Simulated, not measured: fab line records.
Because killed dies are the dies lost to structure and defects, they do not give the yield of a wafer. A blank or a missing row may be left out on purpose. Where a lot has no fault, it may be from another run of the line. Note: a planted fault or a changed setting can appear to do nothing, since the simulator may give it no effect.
Comparing a struck lot with a sound one :: flow n5_finfet :: 16 out of 1938 route steps
Sound: these wafers, L809.3, L809.4, L809.5. Struck: wafer L814.1. (L814.4, L814.6 of the same lot were not struck and are left out.) The cause comes at the end.
Order at every step that has rows: each side's tool, ch and its chambers, its first start. Under that, the readings that differ: sound wafers :: struck wafers :: difference of the means :: sigmas: that difference in standard deviations of wafers without a fault.
alike: readings whose means differ by less than 2 such deviations, and words and numbers that are the same on both sides. not compared: withheld readings, readings that some wafer has no value for, bounds like >300 that may hide the same value, and numbers for which the record gives no deviation and whose values overlap.
A row with sigmas, a row that says differs or no value, or rows on one side alone: a step with any of these is where the two part. When numbers do not overlap yet have no deviation, they are printed without sigmas and do not part them. A reading that every wafer of one side lacks parts them only if that side has two wafers or more.

first, 3 steps without rows for these wafers: N5_BEOL_M0_SAQP_EXPOSE_37 (exposes mask M0 CUT1, target cd 30 nm); N5_BEOL_M0_SAQP_PEB_38 (peb time 60 s); N5_BEOL_M0_SAQP_DEVELOP_39 (develop time 30 s).
N5_BEOL_M0_SAQP_CD_MEAS_40: target cd 30 nm.
  sound on cd_sem-02 ch 0, day 7 00:01; struck on cd_sem-01 ch 0, day 7 12:44
  alike: cd_nm
N5_BEOL_M0_SAQP_OVL_MEAS_41:
  sound on overlay-01 ch 0, day 7 00:03; struck on overlay-02 ch 0, day 7 12:46
  alike: M0_CUT1_OVL
N5_BEOL_M0_SAQP_INSPECT_42: inspects for defects (brightfield).
  sound: defect_inspect-02 at day 7 00:05; struck: defect_inspect-02 at day 7 12:49
  alike: raw_defect_count
N5_BEOL_M0_SAQP_DESCUM_45: chemistry O2, time 7 s.
  sound on rie_diel-04 ch 0,1,3, day 7 00:44; struck on rie_diel-04 ch 0, day 7 12:52
  alike: chamber_pressure_mTorr, drypump_motor_current_A, oes_product_au, rf_vpp_V, showerhead_plenum_p_Torr, throttle_valve_pct
  not compared: rf_hours_counter_h
N5_BEOL_M0_SAQP_ETCH_88: etches underlayer in N2/H2, target depth 6.5 nm, time 5.2 s.
  sound on rie_diel-04 ch 0,1,3, day 7 00:46; struck on rie_diel-04 ch 0, day 7 12:53
  alike: chamber_pressure_mTorr, drypump_motor_current_A, etch_rf_on_time_s, oes_product_au, rf_vpp_V, showerhead_plenum_p_Torr, throttle_valve_pct
  not compared: rf_hours_counter_h
N5_BEOL_M0_SAQP_ETCH_73: etches SiARC in CF4, target depth 19.5 nm, time 32.5 s.
  sound on rie_diel-04 ch 0,1,3, day 7 00:47; struck on rie_diel-04 ch 0, day 7 12:55
  alike: chamber_pressure_mTorr, drypump_motor_current_A, etch_rf_on_time_s, mfc_ar_sccm, oes_product_au, rf_vpp_V, showerhead_plenum_p_Torr, throttle_valve_pct
  not compared: rf_hours_counter_h
N5_BEOL_M0_SAQP_CUT_ETCH_46: etches SOC in N2/H2, target depth 135 nm, overetch 27 nm, time 202.5 s.
  sound on rie_diel-04 ch 0,1,3, day 7 00:49; struck on rie_diel-04 ch 0, day 7 12:56
  alike: chamber_pressure_mTorr, drypump_motor_current_A, rf_vpp_V, showerhead_plenum_p_Torr, throttle_valve_pct
  not compared: rf_hours_counter_h
then, 2 steps without rows for these wafers: N5_BEOL_M0_SAQP_STRIP_74 (strips in N2/H2); N5_BEOL_M0_SAQP_STRIP_89 (strips in N2/H2).
N5_BEOL_M0_SAQP_ALD_48: deposits SiO2, target thk 20 nm, pulse time 1 s, co reactant pulse time 1 s.
  sound on ald_sin-04 ch 0,3, day 7 01:01; struck on ald_sin-04 ch 1, day 7 13:08
reading: ald_cycles
sound: 139 139 139
struck: 145
difference: +6
sigmas: 

reading: model.SiO2_of_BEOL_M0_SAQP_ALD_48.thk_nm (nm)
sound: 20 20 20
struck: 21
difference: +1
sigmas: 
  alike: heater_power_outer_w, heater_power_w, precursor_pulse_height_rel
N5_BEOL_M0_SAQP_ETCH_49: etches SiO2 in CF4/O2, target depth 37 nm.
  sound on rie_diel-02 ch 1,3, day 7 01:32; struck on rie_diel-05 ch 1, day 7 13:43
reading: showerhead_plenum_p_Torr (Torr)
sound: 2.34 2.34 2.29
struck: 2.17
difference: -0.15
sigmas: -2
  alike: chamber_pressure_mTorr, drypump_motor_current_A, mfc_ar_sccm, oes_product_au, rf_vpp_V, throttle_valve_pct
  not compared: rf_hours_counter_h
-- the record jumps here: 2 days lie between the struck wafers' starts before and after (it left off in module BEOL_M0_SAQP and takes up again in module BEOL_M4, whose first step shown is number 1111 of the route) --
N5_BEOL_M4_RC_MEAS_101:
  sound on prober-02 ch 0, day 9 03:14; struck on prober-01 ch 0, day 9 17:05
  alike: DIBL_N, DIBL_P, IOFF_N, IOFF_P, ION_N, ION_P, SS_N, SS_P, VT_N, VT_P
-- the record jumps here: 4 days lie between the struck wafers' starts before and after (it left off in module BEOL_M4 and takes up again in module PASSIVATION, whose first step shown is number 1936 of the route) --
N5_PASSIVATION_PROBE_49:
  record: rows for the struck wafers here (prober-01, day 14 03:37), none for the sound ones

== WHERE THEY PART ==
First at N5_BEOL_M0_SAQP_ETCH_49; last, within this record, at N5_PASSIVATION_PROBE_49.

WHY: what the simulator had put in
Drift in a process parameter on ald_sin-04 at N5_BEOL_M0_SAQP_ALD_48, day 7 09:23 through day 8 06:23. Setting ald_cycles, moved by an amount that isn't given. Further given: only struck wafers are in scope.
